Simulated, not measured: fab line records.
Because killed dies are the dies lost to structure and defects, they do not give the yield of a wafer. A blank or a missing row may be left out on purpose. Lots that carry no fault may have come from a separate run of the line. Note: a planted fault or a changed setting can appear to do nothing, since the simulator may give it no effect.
fab line records	flow n5-finfet
[record] lots = 7	wafers = 21
route steps=1938 shown SD_EPI_P@321 SD_ACTIVATION@330 GATE_CUT@466 MOL_CONTACT_COAG@624 BEOL_M1@758 BEOL_M2@846 BEOL_M3@959
start-h: hours from the record's first day to the start of the lot's first wafer shown	wait-h: how many hours have passed since the lot's step before this one	" identical to the entry in the row above	L1.1+2: a single row standing in for several wafers	- value missing, or start not given	* or withheld: withheld	< > ~ a bound
route shown NAME@n: names a module that has steps shown in the file, with the first one's number in the route	usual: average and standard deviation across the fault-free wafers	same: alike in all rows	chamber/n: place in a boat	sites: per-site readings	_std_site: the values' standard deviation	_edge_site: mean of outer sites minus mean of inner sites	radius-mm: how far each site lies from the wafer's centre	mask NAME#n: copy n	behind: the tool/chamber that last shaped the wafer	hold: what put the lot on hold/how long, in hours/how the hold closed	device: whichever transistor did not switch (one of n, p or np)	end of line: the same wafers' tests at the end of the route	a step without rows: its recipe alone	killed: dies that structure and defects cost at the first sort, which is not the same as the wafer's yield	map: a wafer's dies, marking killed ones x, the rest . and places with no die _
set.NAME: the setting that was run; set.NAME@STEP: the one run at that earlier step	model.NAME: the simulator's own value behind a step, which no gauge read
one table per step and one row per wafer, for lots whose settings were changed on purpose
[[steps]]
[step N5_SD_EPI_P_EPI_21]
[recipe] material = SiGe:B	dopant = B	temp-c = 550	pressure-torr = 20	ambient = H2	time-s = 355
lot.wafer	tool	chamber	start-h	wait-h	set.epi-growth-time-s	model.SiGe-B_of_SD_EPI_P_EPI_21.thk-nm
L074.1	epi-rpcvd-02	0	56.51	0.1	372.8	62.8
L074.3	"	0	"	"	355	60.6
L074.5	"	0	"	"	372.8	62.4
L078.2	epi-rpcvd-04	0	78.61	0.6	355	60.2
L078.3+6	"	0	"	"	355	61
L086.2+4+6	epi-rpcvd-02	0	127.42	0.5	355	60.8
L088.3	epi-rpcvd-04	0	140.68	1.9	355	61.8
L088.5	"	0	142.38	3.5	355	61
L088.6	"	0	"	"	355	60.8
L090.2	epi-rpcvd-03	0	150.55	0.6	355	61.4
L090.4	"	0	"	"	355	62
L090.6	"	0	"	"	355	61.8
L091.2	epi-rpcvd-04	0	163.54	1.1	336.3	58.2
L091.4	"	0	165.24	2.7	336.3	59.2
L091.6	"	0	166.95	4.3	355	61
L095.1	epi-rpcvd-02	0	182.50	0.1	384	64
L095.3	"	0	"	"	355	60.4
L095.5	"	0	"	"	384	64.4
[step N5_SD_EPI_P_HM_STRIP_48]
[recipe] chemistry = H3PO4	temp-c = 160	material = SiNx	target = SiNx	target-depth-a = 30	overetch-fraction = 0.3
lot.wafer	tool	chamber	start-h	wait-h	set.epi-growth-time-s@SD_EPI_P_EPI_21	model.SiGe-B_of_SD_EPI_P_EPI_21.thk-nm
L074.1	wet-bench-01	5	58.76	0.0	372.8	62.6
L074.3	"	6	"	"	355	60.2
L074.5	"	3	"	"	372.8	62
L078.2	wet-bench-01	6	81.10	0.0	355	59.8
L078.3+6	"	5,3	"	"	355	60.8
L086.2	wet-bench-01	2	129.30	0.0	355	60.4
L086.4+6	"	6,0	"	"	355	60.6
L088.3	wet-bench-05	4	144.18	0.0	355	61.6
L088.5	"	1	"	"	355	60.8
L088.6	"	3	"	"	355	60.6
L090.2	wet-bench-05	3	153.02	0.0	355	61.2
L090.4	"	0	"	"	355	61.8
L090.6	"	2	"	"	355	61.6
L091.2	wet-bench-02	5	167.88	0.0	336.3	58
L091.4	"	1	"	"	336.3	58.8
L091.6	"	4	"	"	355	60.6
L095.1	wet-bench-01	0	184.73	0.0	384	63.6
L095.3	"	5	"	"	355	60.2
L095.5	"	2	"	"	384	64
[step N5_SD_EPI_P_SRD_49]
[recipe] dry = ipa-marangoni	time-s = 30	temp-c = 23	rinse-liquid = diw
[step N5_SD_EPI_P_PRECLEAN_24]
[recipe] chemistry = O3/DIW	time-s = 45	temp-c = 22	o3-ppm = 10
lot.wafer	tool	chamber	start-h	wait-h	set.epi-growth-time-s@SD_EPI_P_EPI_21	model.SiGe-B_of_SD_EPI_P_EPI_21.thk-nm
L074.1	wet-bench-01	5	58.83	0.0	372.8	62.4
L074.3	"	6	"	"	355	60.2
L074.5	"	3	"	"	372.8	61.8
L078.2	wet-bench-01	6	81.17	0.0	355	59.6
L078.3+6	"	5,3	"	"	355	60.6
L086.2	wet-bench-01	2	129.36	0.0	355	60.2
L086.4+6	"	6,0	"	"	355	60.4
L088.3	wet-bench-05	4	144.24	0.0	355	61.4
L088.5	"	1	"	"	355	60.6
L088.6	"	3	"	"	355	60.4
L090.2	wet-bench-05	3	153.09	0.0	355	61
L090.4	"	0	"	"	355	61.6
L090.6	"	2	"	"	355	61.4
L091.2	wet-bench-02	5	167.95	0.0	336.3	57.8
L091.4	"	1	"	"	336.3	58.8
L091.6	"	4	"	"	355	60.4
L095.1	wet-bench-01	0	184.80	0.0	384	63.4
L095.3	"	5	"	"	355	60
L095.5	"	2	"	"	384	64
[step N5_SD_EPI_P_PRECLEAN_32]
[recipe] chemistry = dHF	time-s = 10	dilution = 500:1	temp-c = 25
[step N5_SD_EPI_P_PRECLEAN_33]
[recipe] chemistry = SC2	time-s = 45	temp-c = 35	mix = 1:1:50
[step N5_SD_ACTIVATION_RTA_00]
[recipe] temp-c = 975	time-s = 0	ambient = N2	idle-temp-c = 600	ramp-up-c-per-s = 150	ramp-down-c-per-s = 60	cool-to-c = 600
[step N5_SD_ACTIVATION_LSA_01]
[recipe] temp-c = 1080	time-s = 0.0008	ambient = N2
[step N5_SD_ACTIVATION_RS_MEAS_03]
[recipe] thk-meas-gauge = four-point-probe
[usual] RS_SD_N = 21.88/0.28	RS_SD_P = 56.1/0.85
lot.wafer	tool	chamber	start-h	wait-h	set.epi-growth-time-s@SD_EPI_P_EPI_21	RS_SD_N[ohm/sq]	RS_SD_P[ohm/sq]
L074.1	film-metro-02	-	59.35	0.2	372.8	21.87	54.3
L074.3	"	-	"	"	355	21.72	56.8
L074.5	"	-	"	"	372.8	21.70	55.4
L078.2	film-metro-02	-	81.72	0.2	355	21.75	57.2
L078.3	"	-	"	"	355	21.79	56.0
L078.6	"	-	"	"	355	21.73	55.9
L086.2	film-metro-02	-	130.03	0.2	355	21.51	56.8
L086.4	"	-	"	"	355	21.61	56.6
L086.6	"	-	"	"	355	21.49	56.2
L088.3	film-metro-01	-	144.80	0.2	355	22.00	56.2
L088.5	"	-	"	"	355	22.07	56.6
L088.6	"	-	"	"	355	22.39	56.5
L090.2	film-metro-02	-	153.72	0.2	355	21.91	55.7
L090.4	"	-	"	"	355	21.67	55.7
L090.6	"	-	"	"	355	21.53	55.2
L091.2	film-metro-01	-	168.47	0.2	336.3	22.13	58.2
L091.4	"	-	"	"	336.3	22.03	57.7
L091.6	"	-	"	"	355	22.43	56.0
L095.1	film-metro-01	-	185.31	0.2	384	22.29	53.0
L095.3	"	-	"	"	355	21.73	56.5
L095.5	"	-	"	"	384	22.00	53.0
[step N5_GATE_CUT_ETCH_56]
[recipe] chemistry = Cl2/Ar	target = TiN	target-depth-a = 216	pressure-mtorr = 10	icp-w = 600	bias-w = 60	Cl2_flow_sccm = 40	Ar_flow_sccm = 60
lot.wafer	tool	chamber	start-h	wait-h	set.icp-w	model.etch.depth-nm
L074.1	rie-metal-03	0	81.05	0.1	517.1	18.96
L074.3	"	0	"	"	600	21.71
L074.5	"	0	"	"	517.1	19.01
L078.2	rie-metal-03	0	103.64	0.1	600	21.82
L078.3	"	1	"	"	600	21.86
L078.6	"	1	"	"	600	21.7
L086.2	rie-metal-03	0	151.14	0.1	600	21.63
L086.4	"	0	"	"	600	21.92
L086.6	"	0	"	"	493.2	18.43
L088.3	rie-metal-03	1	165.99	0.1	558.8	20.57
L088.5	"	0	"	"	600	21.68
L088.6	"	1	"	"	600	21.96
L090.2	rie-metal-03	1	174.91	0.1	537.9	19.88
L090.4	"	0	"	"	600	21.46
L090.6	"	1	"	"	600	21.75
L091.2	rie-metal-03	0	189.78	0.1	600	21.68
L091.4	"	1	"	"	674.9	23.89
L091.6	"	1	"	"	674.9	23.74
L095.1	rie-metal-01	0	207.26	0.1	675.8	23.26
L095.3	"	0	"	"	600	20.73
L095.5	"	0	"	"	600	20.81
[step N5_GATE_CUT_ALD_22]
[recipe] material = SiNx	target-thk-a = 160	temp-c = 400	ald-precursor-family = SiH2I2	ald-co-reactant = N2/H2-plasma	pulse-time-s = 1	ald-cycles = 320	purge-time-s = 2	co-reactant-purge-time-s = 2	pressure-torr = 2
lot.wafer	tool	chamber	start-h	wait-h	set.ald-cycles	model.SiNx_of_GATE_CUT_ALD_22.thk-nm
L074.1	ald-sin-01	1	85.66	0.1	344	17.2
L074.3	"	0	"	"	320	15.8
L074.5	"	3	"	"	320	16
L078.2+3	ald-sin-04	3,1	108.20	0.0	320	16
L078.6	"	1	"	"	320	15.8
L086.2+4+6	ald-sin-01	0,1,3	155.64	0.0	320	16
L088.3+5+6	ald-sin-03	1,1,2	171.01	0.1	320	16
L090.2	ald-sin-01	0	179.46	0.1	269	13.4
L090.4	"	3	"	"	269	13.6
L090.6	"	3	"	"	320	16
L091.2+4	ald-sin-04	2,0	194.93	0.0	320	16.2
L091.6	"	1	"	"	320	16
L095.1	ald-sin-04	1	211.82	0.0	320	16
L095.3	"	0	"	"	338	17.2
L095.5	"	3	"	"	338	17
[step N5_MOL_CONTACT_COAG_CVD_140]
[recipe] material = W	target-thk-a = 665	mode = selective-fill	temp-c = 300	time-s = 215
lot.wafer	tool	chamber	start-h	wait-h	set.target-thk-a	model.W_of_MOL_CONTACT_COAG_CVD_140.thk-nm
L074.1	cvd-w-01	0	100.65	0.1	665	67
L074.3+5	"	0,1	"	"	665	67.2
L078.2+3	cvd-w-01	0,1	126.14	0.1	665	66.8
L078.6	"	1	"	"	665	65.8
L086.2	cvd-w-01	0	171.68	0.1	665	66.8
L086.4+6	"	0	"	"	694.1	69
L088.3	cvd-w-02	1	190.72	0.1	665	67
L088.5	"	1	"	"	665	67.2
L088.6	"	0	"	"	665	66.6
L090.2	cvd-w-01	1	193.79	0.1	665	66.2
L090.4	"	0	"	"	699.8	70.4
L090.6	"	0	"	"	699.8	70
L091.2+6	cvd-w-01	0,1	213.22	0.1	614.3	61.8
L091.4	"	1	"	"	614.3	62
L095.1	cvd-w-02	0	228.24	0.1	665	66.6
L095.3	"	1	"	"	726.9	73.8
L095.5	"	0	"	"	665	66.2
[step N5_BEOL_M1_COAT_05]
[recipe] resist = CAR-EUV	spin-rpm = 1500	resist-thk-nm = 30
lot.wafer	tool	chamber	start-h	wait-h	set.spin-rpm	model.CAR-EUV_of_BEOL_M1_COAT_05.thk-nm
L074.1+3	litho-track-01	0	-	-	1578	29.2
L074.5	"	0	"	"	1500	30
L078.2+3+6	litho-track-02	0	-	-	1500	30
L086.2+6	litho-track-03	0	-	-	1594	29
L086.4	"	0	"	"	1500	29.8
L088.3	litho-track-01	0	-	-	1662	28.6
L088.5+6	"	0	"	"	1500	30
L090.2+4	litho-track-02	0	-	-	1500	30.2
L090.6	"	0	"	"	1500	30
L091.2+6	litho-track-01	0	-	-	1647	28.6
L091.4	"	0	"	"	1500	30
L095.1	litho-track-02	0	-	-	1500	30
L095.3+5	"	0	"	"	1582	29.2
[step N5_BEOL_M1_EBR_07]
[recipe] solvent = PGMEA	ebr-width-mm = 1.5
[step N5_BEOL_M1_SOFTBAKE_06]
[recipe] temp-c = 110	time-s = 60	resist = CAR-EUV
[step N5_BEOL_M1_EXPOSE_08]
[recipe] mask-id = M1	na = 0.33	source-shape = dipole	sigma-inner = 0.369	sigma-outer = 0.767	polarization = unpolarized	dose-mj = 33
[step N5_BEOL_M1_PEB_09]
[recipe] peb-temp-c = 100	peb-time-s = 60	resist = CAR-EUV
[step N5_BEOL_M1_DEVELOP_10]
[recipe] develop-time-s = 30	developer = TMAH	resist = CAR-EUV	rinse-liquid = surfactant-rinse	dry = air-spin	dev-temp-c = 23
lot.wafer	tool	chamber	start-h	wait-h	set.spin-rpm@BEOL_M1_COAT_05	model.CAR-EUV_of_BEOL_M1_COAT_05.thk-nm
L074.1+3	litho-track-03	0	-	-	1578	28.8
L074.5	"	0	"	"	1500	29.6
L078.2+3	litho-track-03	0	-	-	1500	29.6
L078.6	"	0	"	"	1500	29.4
L086.2+6	litho-track-02	0	-	-	1594	28.6
L086.4	"	0	"	"	1500	29.4
L088.3	litho-track-03	0	-	-	1662	28
L088.5+6	"	0	"	"	1500	29.6
L090.2	litho-track-02	0	-	-	1500	29.8
L090.4+6	"	0	"	"	1500	29.6
L091.2	litho-track-01	0	-	-	1647	28
L091.4	"	0	"	"	1500	29.6
L091.6	"	0	"	"	1647	28.2
L095.1	litho-track-01	0	-	-	1500	29.6
L095.3+5	"	0	"	"	1582	28.8
[step N5_BEOL_M2_COAT_62]
[recipe] resist = SiARC	temp-c = 220	time-s = 60	spin-rpm = 1500	resist-thk-nm = 12
lot.wafer	tool	chamber	start-h	wait-h	set.spin-rpm	model.SiARC_of_BEOL_M2_COAT_62.thk-nm
L074.1	litho-track-05	0	-	-	1411	12.4
L074.3+5	"	0	"	"	1500	12
L078.2+3+6	litho-track-04	0	-	-	1500	12
L086.2+4	litho-track-01	0	-	-	1500	12
L086.6	"	0	"	"	1377	12.6
L090.2	litho-track-05	0	-	-	1500	12
L090.4+6	"	0	"	"	1398	12.4
L088.3+5	litho-track-05	0	-	-	1658	11.4
L088.6	"	0	"	"	1500	12
L091.2+4	litho-track-04	0	-	-	1500	12
L091.6	"	0	"	"	1654	11.4
L095.1+3+5	litho-track-05	0	-	-	1500	12
[step N5_BEOL_M2_COAT_73]
[recipe] resist = underlayer	temp-c = 205	time-s = 60	spin-rpm = 1500	resist-thk-nm = 5
lot.wafer	tool	chamber	start-h	wait-h	set.temp-c
L074.1+5	litho-track-05	0	-	-	200.2
L074.3	"	0	"	"	205
L078.2+3+6	litho-track-04	0	-	-	205
L086.2+4	litho-track-01	0	-	-	211.2
L086.6	"	0	"	"	205
L090.2	litho-track-05	0	-	-	213.6
L090.4+6	"	0	"	"	205
L088.3+5	litho-track-05	0	-	-	196.1
L088.6	"	0	"	"	205
L091.2+4+6	litho-track-04	0	-	-	205
L095.1+5	litho-track-05	0	-	-	199.4
L095.3	"	0	"	"	205
[step N5_BEOL_M2_COAT_05]
[recipe] resist = CAR-EUV	spin-rpm = 1500	resist-thk-nm = 30
[step N5_BEOL_M2_EBR_07]
[recipe] solvent = PGMEA	ebr-width-mm = 1.5
[step N5_BEOL_M2_DESCUM_16]
[recipe] chemistry = O2	time-s = 7	source-power-w = 50	bias-power-w = 20	pressure-mtorr = 20	rf-frequency-hz = 2.712e+07	temp-c = 40	resist = CAR-EUV	o2-flow-sccm = 225
[step N5_BEOL_M2_ETCH_74]
[recipe] chemistry = N2/H2	target = underlayer	target-depth-a = 65	mask-material = CAR-EUV	time-s = 5.2	ion-energy-ev = 200	pressure-mtorr = 30	source-w = 840	bias-w = 150	n2-flow-sccm = 200	h2-flow-sccm = 200	ends = cleared
[step N5_BEOL_M2_ETCH_63]
[recipe] chemistry = CF4	target = SiARC	target-depth-a = 156	mask-material = CAR-EUV	time-s = 26	ion-energy-ev = 80	pressure-mtorr = 40	source-w = 545	bias-w = 36	Ar_flow_sccm = 100	cf4-flow-sccm = 100	ends = cleared
lot.wafer	tool	chamber	start-h	wait-h	set.spin-rpm@BEOL_M2_COAT_62	model.etch.depth-nm
L074.1	rie-diel-05	2	131.30	0.0	1411	12.41
L074.3+5	"	1,0	"	"	1500	12.06
L078.2+3	rie-diel-05	2,1	163.51	0.0	1500	12.06
L078.6	"	3	"	"	1500	12.07
L086.2	rie-diel-06	1	204.82	0.0	1500	12
L086.4	"	0	"	"	1500	12.01
L086.6	"	1	"	"	1377	12.56
L090.2	rie-diel-06	0	226.52	0.0	1500	11.99
L090.4	"	3	"	"	1398	12.39
L090.6	"	0	"	"	1398	12.4
L088.3	rie-diel-05	0	229.67	0.0	1658	11.43
L088.5	"	3	"	"	1658	11.36
L088.6	"	2	"	"	1500	12.01
L091.2	rie-diel-02	0	247.81	0.0	1500	11.99
L091.4	"	2	"	"	1500	12.01
L091.6	"	2	"	"	1654	11.44
L095.1	rie-diel-02	0	262.73	0.0	1500	12.01
L095.3	"	3	"	"	1500	11.99
L095.5	"	2	"	"	1500	12
[step N5_BEOL_M2_DEP_57]
[recipe] material = SiCN	target-thk-a = 80	temp-c = withheld	precursor = 3MS/NH3	pressure-torr = 3	rf-w = 202	time-s = 14
lot.wafer	tool	chamber	start-h	wait-h	set.time-s	model.SiCN_of_BEOL_M2_DEP_57.thk-nm
L074.1	pecvd-01	2	151.48	0.0	12.14	6.8
L074.3	"	1	"	"	12.14	6.6
L074.5	"	2	"	"	14	8.2
L078.2	pecvd-03	1	172.83	0.0	14	7.8
L078.3	"	2	"	"	14	8
L078.6	"	0	"	"	14	8.2
L086.2	pecvd-02	2	229.79	0.0	14.56	8.2
L086.4	"	1	"	"	14	8
L086.6	"	0	"	"	14.56	8.4
L090.2	pecvd-01	2	237.99	0.0	12.56	7
L090.4	"	1	"	"	12.56	6.6
L090.6	"	1	"	"	14	7.6
L088.3	pecvd-02	2	238.98	0.0	14	7.8
L088.5	"	0	"	"	14	8.2
L088.6	"	2	"	"	14	8
L091.2+6	pecvd-02	0,1	256.28	0.0	14.75	8.4
L091.4	"	0	"	"	14	8
L095.1	pecvd-01	0	280.15	0.0	14.75	8.2
L095.3	"	2	"	"	14	7.4
L095.5	"	1	"	"	14.75	8
[step N5_BEOL_M3_COAT_76]
[recipe] resist = underlayer	temp-c = 205	time-s = 60	spin-rpm = 1500	resist-thk-nm = 5
lot.wafer	tool	chamber	start-h	wait-h	set.spin-rpm
L074.1+3	litho-track-05	0	-	-	1500
L074.5	"	0	"	"	1583
L078.2+3+6	litho-track-05	0	-	-	1500
L086.2+4+6	litho-track-05	0	-	-	1500
L090.2	litho-track-05	0	-	-	1500
L090.4+6	"	0	"	"	1392
L088.3	litho-track-03	0	-	-	1500
L088.5+6	"	0	"	"	1374
L091.2+6	litho-track-02	0	-	-	1583
L091.4	"	0	"	"	1500
L095.1+3	litho-track-03	0	-	-	1656
L095.5	"	0	"	"	1500
[step N5_BEOL_M3_COAT_22]
[recipe] resist = CAR-EUV	spin-rpm = 1500	resist-thk-nm = 30
lot.wafer	tool	chamber	start-h	wait-h	set.spin-rpm	model.CAR-EUV_of_BEOL_M3_COAT_22.thk-nm
L074.1+3	litho-track-05	0	-	-	1500	30
L074.5	"	0	"	"	1500	30.2
L078.2+3+6	litho-track-05	0	-	-	1500	30
L086.2+6	litho-track-05	0	-	-	1599	29.2
L086.4	"	0	"	"	1500	30
L090.2+4	litho-track-05	0	-	-	1377	31.4
L090.6	"	0	"	"	1500	30.2
L088.3	litho-track-03	0	-	-	1500	30
L088.5+6	"	0	"	"	1500	30.2
L091.2	litho-track-02	0	-	-	1500	30.2
L091.4+6	"	0	"	"	1626	29
L095.1+3+5	litho-track-03	0	-	-	1500	30
[step N5_BEOL_M3_EBR_24]
[recipe] solvent = PGMEA	ebr-width-mm = 1.5
[step N5_BEOL_M3_SOFTBAKE_23]
[recipe] temp-c = 110	time-s = 60	resist = CAR-EUV
[step N5_BEOL_M3_EXPOSE_25]
[recipe] mask-id = V2	na = 0.33	source-shape = quasar	sigma-inner = 0.2	sigma-outer = 0.8	polarization = unpolarized	defocus-nm = 5	dose-mj = 63
[step N5_BEOL_M3_PEB_26]
[recipe] peb-temp-c = 100	peb-time-s = 60	resist = CAR-EUV
[step N5_BEOL_M3_DEVELOP_27]
[recipe] develop-time-s = 30	developer = TMAH	resist = CAR-EUV	rinse-liquid = surfactant-rinse	dry = air-spin	dev-temp-c = 23
lot.wafer	tool	chamber	start-h	wait-h	set.spin-rpm@BEOL_M3_COAT_22	model.CAR-EUV_of_BEOL_M3_COAT_22.thk-nm
L074.1+3+5	litho-track-05	0	-	-	1500	29.6
L078.2+3+6	litho-track-05	0	-	-	1500	29.6
L086.2+6	litho-track-02	0	-	-	1599	28.6
L086.4	"	0	"	"	1500	29.6
L090.2	litho-track-03	0	-	-	1377	31
L090.4	"	0	"	"	1377	30.8
L090.6	"	0	"	"	1500	29.6
L088.3+6	litho-track-02	0	-	-	1500	29.6
L088.5	"	0	"	"	1500	29.8
L091.2	litho-track-03	0	-	-	1500	29.6
L091.4+6	"	0	"	"	1626	28.4
L095.1+3+5	litho-track-05	0	-	-	1500	29.6
[step N5_BEOL_M3_DESCUM_33]
[recipe] chemistry = O2	time-s = 7	source-power-w = 50	bias-power-w = 20	pressure-mtorr = 20	rf-frequency-hz = 2.712e+07	temp-c = 40	resist = CAR-EUV	o2-flow-sccm = 225
[step N5_BEOL_M3_ETCH_77]
[recipe] chemistry = N2/H2	target = underlayer	target-depth-a = 65	mask-material = CAR-EUV	time-s = 5.2	ion-energy-ev = 200	pressure-mtorr = 30	source-w = 840	bias-w = 150	n2-flow-sccm = 200	h2-flow-sccm = 200	ends = cleared
lot.wafer	tool	chamber	start-h	wait-h	set.spin-rpm@BEOL_M3_COAT_76	model.etch.depth-nm
L074.1	rie-diel-01	1	153.83	0.0	1500	5.011
L074.3	"	0	"	"	1500	5.012
L074.5	"	2	"	"	1583	4.868
L078.2	rie-diel-01	3	175.44	0.0	1500	5.017
L078.3	"	2	"	"	1500	5.029
L078.6	"	3	"	"	1500	5.012
L086.2	rie-diel-03	2	231.96	0.0	1500	4.996
L086.4	"	3	"	"	1500	4.999
L086.6	"	3	"	"	1500	5.006
L090.2	rie-diel-04	1	239.85	0.0	1500	4.994
L090.4	"	0	"	"	1392	5.197
L090.6	"	1	"	"	1392	5.196
L088.3	rie-diel-04	3	242.76	0.0	1500	4.977
L088.5	"	3	"	"	1374	5.203
L088.6	"	2	"	"	1374	5.207
L091.2	rie-diel-03	1	260.10	0.0	1583	4.851
L091.4	"	3	"	"	1500	4.981
L091.6	"	2	"	"	1583	4.846
L095.1	rie-diel-04	2	283.09	0.0	1656	4.765
L095.3	"	0	"	"	1656	4.741
L095.5	"	3	"	"	1500	4.99
[[key]]
[split] step = N5_SD_EPI_P_EPI_21	setting = epi-growth-time-s	stated = 355	by = wafer
[response] step = N5_SD_EPI_P_EPI_21	reading = model.SiGe-B_of_SD_EPI_P_EPI_21.thk-nm	change = +0.445	per = 1%	r = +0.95
[response] step = N5_SD_EPI_P_HM_STRIP_48	reading = model.SiGe-B_of_SD_EPI_P_EPI_21.thk-nm	change = +0.431	per = 1%	r = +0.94
[response] step = N5_SD_EPI_P_PRECLEAN_24	reading = model.SiGe-B_of_SD_EPI_P_EPI_21.thk-nm	change = +0.425	per = 1%	r = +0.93
[response] step = N5_SD_ACTIVATION_RS_MEAS_03	reading = RS_SD_P	change = -0.407	per = 1%	r = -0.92
[split] step = N5_GATE_CUT_ETCH_56	setting = icp-w	stated = 600	by = wafer
[response] step = N5_GATE_CUT_ETCH_56	reading = model.etch.depth-nm	change = +0.186	per = 1%	r = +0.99
[split] step = N5_GATE_CUT_ALD_22	setting = ald-cycles	stated = 320	by = wafer
[response] step = N5_GATE_CUT_ALD_22	reading = model.SiNx_of_GATE_CUT_ALD_22.thk-nm	change = +0.163	per = 1%	r = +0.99
[split] step = N5_MOL_CONTACT_COAG_CVD_140	setting = target-thk-a	stated = 665	by = wafer
[response] step = N5_MOL_CONTACT_COAG_CVD_140	reading = model.W_of_MOL_CONTACT_COAG_CVD_140.thk-nm	change = +0.747	per = 1%	r = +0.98
[split] step = N5_BEOL_M1_COAT_05	setting = spin-rpm	stated = 1500	by = wafer
[response] step = N5_BEOL_M1_COAT_05	reading = model.CAR-EUV_of_BEOL_M1_COAT_05.thk-nm	change = -0.137	per = 1%	r = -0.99
[response] step = N5_BEOL_M1_DEVELOP_10	reading = model.CAR-EUV_of_BEOL_M1_COAT_05.thk-nm	change = -0.147	per = 1%	r = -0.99
[split] step = N5_BEOL_M2_COAT_62	setting = spin-rpm	stated = 1500	by = wafer
[response] step = N5_BEOL_M2_COAT_62	reading = model.SiARC_of_BEOL_M2_COAT_62.thk-nm	change = -0.0616	per = 1%	r = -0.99
[response] step = N5_BEOL_M2_ETCH_63	reading = model.etch.depth-nm	change = -0.0594	per = 1%	r = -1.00
[split] step = N5_BEOL_M2_COAT_73	setting = temp-c	stated = 205	by = wafer
response none clear
[split] step = N5_BEOL_M2_DEP_57	setting = time-s	stated = 14	by = wafer
[response] step = N5_BEOL_M2_DEP_57	reading = model.SiCN_of_BEOL_M2_DEP_57.thk-nm	change = +0.0991	per = 1%	r = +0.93
[split] step = N5_BEOL_M3_COAT_76	setting = spin-rpm	stated = 1500	by = wafer
[response] step = N5_BEOL_M3_ETCH_77	reading = model.etch.depth-nm	change = -0.0252	per = 1%	r = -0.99
[split] step = N5_BEOL_M3_COAT_22	setting = spin-rpm	stated = 1500	by = wafer
[response] step = N5_BEOL_M3_COAT_22	reading = model.CAR-EUV_of_BEOL_M3_COAT_22.thk-nm	change = -0.139	per = 1%	r = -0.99
[response] step = N5_BEOL_M3_DEVELOP_27	reading = model.CAR-EUV_of_BEOL_M3_COAT_22.thk-nm	change = -0.151	per = 1%	r = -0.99
